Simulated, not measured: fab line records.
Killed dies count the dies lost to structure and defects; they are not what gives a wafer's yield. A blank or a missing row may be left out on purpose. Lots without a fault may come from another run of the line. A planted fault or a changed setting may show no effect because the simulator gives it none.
Split-lot experiment :: flow n5_finfet :: 21 wafers read from 7 lots, route of 1938 steps

== THE SPLIT ==
At N5_BEOL_M3_COAT_05 (resist thk 30 nm), the setting spin_rpm was moved away from the recipe's 1500 rpm on 5 of the 21 wafers read, by -11.1% to +3.9%. All remaining wafers had this setting at the recipe value.

The split's own step is where the reading is taken.

== THE READING ==
CAR-EUV_of_BEOL_M3_COAT_05.thk_nm (the simulator's own value, which no gauge read), in nm, at N5_BEOL_M3_COAT_05 (resist thk 30 nm). No usual value for it is given in the file. Here, 16 wafers ran the recipe; their average is 30.0 nm with a standard deviation of 0.071 nm.

wafer: L074.1
tool, chamber at the split: litho_track-01, 0
spin_rpm as run, rpm: 1500
against the recipe: recipe
CAR-EUV_of_BEOL_M3_COAT_05.thk_nm, nm: 30
against lot-mates on the recipe: -

wafer: L074.5
tool, chamber at the split: litho_track-01, 0
spin_rpm as run, rpm: 1500
against the recipe: recipe
CAR-EUV_of_BEOL_M3_COAT_05.thk_nm, nm: 30
against lot-mates on the recipe: -

wafer: L074.4
tool, chamber at the split: litho_track-01, 0
spin_rpm as run, rpm: 1558
against the recipe: +3.9%
CAR-EUV_of_BEOL_M3_COAT_05.thk_nm, nm: 29.4
against lot-mates on the recipe: -0.6

wafer: L077.2
tool, chamber at the split: litho_track-05, 0
spin_rpm as run, rpm: 1500
against the recipe: recipe
CAR-EUV_of_BEOL_M3_COAT_05.thk_nm, nm: 30
against lot-mates on the recipe: -

wafer: L077.3
tool, chamber at the split: litho_track-05, 0
spin_rpm as run, rpm: 1500
against the recipe: recipe
CAR-EUV_of_BEOL_M3_COAT_05.thk_nm, nm: 30
against lot-mates on the recipe: -

wafer: L077.4
tool, chamber at the split: litho_track-05, 0
spin_rpm as run, rpm: 1500
against the recipe: recipe
CAR-EUV_of_BEOL_M3_COAT_05.thk_nm, nm: 30
against lot-mates on the recipe: -

wafer: L084.1
tool, chamber at the split: litho_track-05, 0
spin_rpm as run, rpm: 1500
against the recipe: recipe
CAR-EUV_of_BEOL_M3_COAT_05.thk_nm, nm: 30
against lot-mates on the recipe: -

wafer: L084.2
tool, chamber at the split: litho_track-05, 0
spin_rpm as run, rpm: 1500
against the recipe: recipe
CAR-EUV_of_BEOL_M3_COAT_05.thk_nm, nm: 30.2
against lot-mates on the recipe: -

wafer: L084.5
tool, chamber at the split: litho_track-05, 0
spin_rpm as run, rpm: 1340
against the recipe: -10.7%
CAR-EUV_of_BEOL_M3_COAT_05.thk_nm, nm: 31.8
against lot-mates on the recipe: +1.7

wafer: L085.1
tool, chamber at the split: litho_track-05, 0
spin_rpm as run, rpm: 1500
against the recipe: recipe
CAR-EUV_of_BEOL_M3_COAT_05.thk_nm, nm: 30
against lot-mates on the recipe: -

wafer: L085.4
tool, chamber at the split: litho_track-05, 0
spin_rpm as run, rpm: 1500
against the recipe: recipe
CAR-EUV_of_BEOL_M3_COAT_05.thk_nm, nm: 30
against lot-mates on the recipe: -

wafer: L085.2
tool, chamber at the split: litho_track-05, 0
spin_rpm as run, rpm: 1394
against the recipe: -7.1%
CAR-EUV_of_BEOL_M3_COAT_05.thk_nm, nm: 31.2
against lot-mates on the recipe: +1.2

wafer: L086.1
tool, chamber at the split: litho_track-01, 0
spin_rpm as run, rpm: 1500
against the recipe: recipe
CAR-EUV_of_BEOL_M3_COAT_05.thk_nm, nm: 30
against lot-mates on the recipe: -

wafer: L086.3
tool, chamber at the split: litho_track-01, 0
spin_rpm as run, rpm: 1500
against the recipe: recipe
CAR-EUV_of_BEOL_M3_COAT_05.thk_nm, nm: 30
against lot-mates on the recipe: -

wafer: L086.6
tool, chamber at the split: litho_track-01, 0
spin_rpm as run, rpm: 1500
against the recipe: recipe
CAR-EUV_of_BEOL_M3_COAT_05.thk_nm, nm: 30
against lot-mates on the recipe: -

wafer: L087.1
tool, chamber at the split: litho_track-05, 0
spin_rpm as run, rpm: 1500
against the recipe: recipe
CAR-EUV_of_BEOL_M3_COAT_05.thk_nm, nm: 30
against lot-mates on the recipe: -

wafer: L087.2
tool, chamber at the split: litho_track-05, 0
spin_rpm as run, rpm: 1500
against the recipe: recipe
CAR-EUV_of_BEOL_M3_COAT_05.thk_nm, nm: 30
against lot-mates on the recipe: -

wafer: L087.5
tool, chamber at the split: litho_track-05, 0
spin_rpm as run, rpm: 1334
against the recipe: -11.1%
CAR-EUV_of_BEOL_M3_COAT_05.thk_nm, nm: 32
against lot-mates on the recipe: +2.0

wafer: L093.3
tool, chamber at the split: litho_track-02, 0
spin_rpm as run, rpm: 1500
against the recipe: recipe
CAR-EUV_of_BEOL_M3_COAT_05.thk_nm, nm: 30
against lot-mates on the recipe: -

wafer: L093.4
tool, chamber at the split: litho_track-02, 0
spin_rpm as run, rpm: 1381
against the recipe: -7.9%
CAR-EUV_of_BEOL_M3_COAT_05.thk_nm, nm: 31.2
against lot-mates on the recipe: +1.3

wafer: L093.6
tool, chamber at the split: litho_track-02, 0
spin_rpm as run, rpm: 1500
against the recipe: recipe
CAR-EUV_of_BEOL_M3_COAT_05.thk_nm, nm: 29.8
against lot-mates on the recipe: -

THE FIT
A straight line over all 21 wafers: CAR-EUV_of_BEOL_M3_COAT_05.thk_nm changes by -0.169 nm for each +1% of spin_rpm; r = -0.99; the points scatter about the line by 0.079 nm.
The same after taking each lot's own level away (the mean of its wafers on the recipe; 21 wafers): -0.168 nm for each +1%; r = -1.00; scatter 0.061 nm.
Per that fit: largest spin_rpm move, reading shift of 1.9 nm.
Measured against the standard deviation above, the lots' own levels, which go from 29.90 to 30.10 nm, span 2.8 times it.
Hence the lot-to-lot level has little effect on the slope; both slopes agree.
Check: with one of the wafers moved furthest among these (-11.1%) left out of the fit, the line predicts +1.8 nm for it against its lot-mates. It came out at +2 nm against them.

== ADDITIONAL SPLITS CARRIED BY THESE WAFERS ==
These wafers also went through other splits before the reading. Each is held against what the fit with the lots' levels taken away leaves over:
other split on the same wafers: N5_BEOL_M0_SAQP_EXPOSE_11 dose_mj
wafers away from the commonest value: 6
r with CAR-EUV_of_BEOL_M3_COAT_05.thk_nm (lot level and that fit taken away): +0.36

other split on the same wafers: N5_BEOL_M0_SAQP_EXPOSE_37 dose_mj
wafers away from the commonest value: 7
r with CAR-EUV_of_BEOL_M3_COAT_05.thk_nm (lot level and that fit taken away): +0.06

other split on the same wafers: N5_BEOL_M0_ETCH_138 source_w
wafers away from the commonest value: 7
r with CAR-EUV_of_BEOL_M3_COAT_05.thk_nm (lot level and that fit taken away): -0.29

other split on the same wafers: N5_BEOL_M0_ETCH_109 bias_w
wafers away from the commonest value: 5
r with CAR-EUV_of_BEOL_M3_COAT_05.thk_nm (lot level and that fit taken away): +0.37

other split on the same wafers: N5_BEOL_M2_COAT_22 spin_rpm
wafers away from the commonest value: 8
r with CAR-EUV_of_BEOL_M3_COAT_05.thk_nm (lot level and that fit taken away): -0.02

other split on the same wafers: N5_BEOL_M2_ETCH_69 bias_w
wafers away from the commonest value: 8
r with CAR-EUV_of_BEOL_M3_COAT_05.thk_nm (lot level and that fit taken away): +0.46

== FILE'S OWN FIT ==
CAR-EUV_of_BEOL_M3_COAT_05.thk_nm changes by -0.169 nm for each +1% of spin_rpm, r = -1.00.
